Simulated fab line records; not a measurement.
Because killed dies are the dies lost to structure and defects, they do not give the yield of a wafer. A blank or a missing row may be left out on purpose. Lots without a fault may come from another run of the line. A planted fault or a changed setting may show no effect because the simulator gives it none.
The tool behind it: which one? -- flow nandHarc -- 32 wafers from 11 lots sampled at 4 of the route's 1159 steps

WHAT THE GAUGES READ, wafer by wafer
NHARC_A_CONTACT_CD_MEAS_53.
lot,measured,on,cdNm (nm)
L280,day 16 15:28,cdSem-03,188.6 189.0 188.6
L278,day 16 17:16,cdSem-02,189.6 189.7 189.9
L279,day 16 21:15,cdSem-01,188.3 188.1 188.8
L282,day 17 05:00,cdSem-01,189.0 189.1 190.2
L283,day 17 08:05,cdSem-01,189.8 189.7 190.0
L281,day 17 09:41,cdSem-01,187.1 188.0 188.1
L284,day 18 12:33,cdSem-03,188.7 189.8 189.3
L286,day 18 14:01,cdSem-03,189.5 190.6 190.2
L285,day 19 01:48,cdSem-02,189.9 189.0 189.8
L290,day 19 17:49,cdSem-03,190.3 189.5
L300,day 22 13:19,cdSem-02,191.0 189.5 190.8

EACH LOT AND THE TOOL THAT RAN IT (in order: tool; ch and the chambers of the sampled wafers; start)
lot,NHARC_A_CONTACT_ETCH_113,NHARC_A_CONTACT_ETCH_90,NHARC_A_CONTACT_ETCH_96
L280,"harCapEtch-03 ch 0,1, day 16 13:14","rieDiel-13 ch 0,1, day 16 15:16","rieDiel-13 ch 0,3, day 16 15:23"
L278,"harCapEtch-02 ch 0, day 16 15:08","rieDiel-13 ch 1,3, day 16 17:03","rieDiel-13 ch 0,2, day 16 17:12"
L279,"harCapEtch-03 ch 0,1, day 16 19:23","rieDiel-13 ch 0,1,2, day 16 21:02","rieDiel-13 ch 1,2,3, day 16 21:10"
L282,"harCapEtch-03 ch 0, day 17 03:18","rieDiel-13 ch 0,1,2, day 17 04:49","rieDiel-13 ch 0,1,2, day 17 04:56"
L283,"harCapEtch-02 ch 0,1, day 17 06:20","rieDiel-07 ch 0,2, day 17 07:50","rieDiel-07 ch 0,2, day 17 08:01"
L281,"harCapEtch-03 ch 0,1, day 17 07:59","rieDiel-13 ch 0,1,3, day 17 09:29","rieDiel-13 ch 1,2,3, day 17 09:36"
L284,"harCapEtch-03 ch 0,1, day 18 10:50","rieDiel-11 ch 0,3, day 18 12:20","rieDiel-11 ch 0,1,3, day 18 12:28"
L286,"harCapEtch-02 ch 0,1, day 18 12:19","rieDiel-13 ch 0,2,3, day 18 13:50","rieDiel-13 ch 1,2,3, day 18 13:56"
L285,"harCapEtch-03 ch 0,1, day 19 00:07","rieDiel-13 ch 0,1, day 19 01:35","rieDiel-13 ch 2,3, day 19 01:43"
L290,"harCapEtch-02 ch 0, day 19 16:06","rieDiel-13 ch 0,1, day 19 17:37","rieDiel-13 ch 0,1, day 19 17:44"
L300,"harCapEtch-01 ch 0,1, day 22 11:07","rieDiel-07 ch 0,2,3, day 22 13:02","rieDiel-07 ch 1,2,3, day 22 13:14"
- NHARC_A_CONTACT_ETCH_113: etches the open film in C4F8/O2/Ar, time 94 s, target depth 922 nm.
- NHARC_A_CONTACT_ETCH_90: etches the open film in CH3F/O2, target depth 40 nm, time 85.7 s.
- NHARC_A_CONTACT_ETCH_96: etches the open film in C4F6/O2, target depth 20 nm, time 10 s.

THE ANSWER, worked out from the rows above alone
Rule: usual is defined by the lots themselves. Put in order of their means at a reading, lots are off if they are a third of the lots or fewer, leave a main group of 4 or more, and stand apart from it by a gap of 3 or more times the standard deviation of the main group's means; of several such gaps the widest counts. A main group whose means are all the same, to the digits that the tables above print for the reading, isn't used. A lot without any number at a reading at which 4 lots or more have one is off too. Where the step has rows for the other lots, those lots are counted as sound.
None of the lots is off at any reading shown; this tells nothing.

WHAT THE SIMULATOR HAD PUT IN
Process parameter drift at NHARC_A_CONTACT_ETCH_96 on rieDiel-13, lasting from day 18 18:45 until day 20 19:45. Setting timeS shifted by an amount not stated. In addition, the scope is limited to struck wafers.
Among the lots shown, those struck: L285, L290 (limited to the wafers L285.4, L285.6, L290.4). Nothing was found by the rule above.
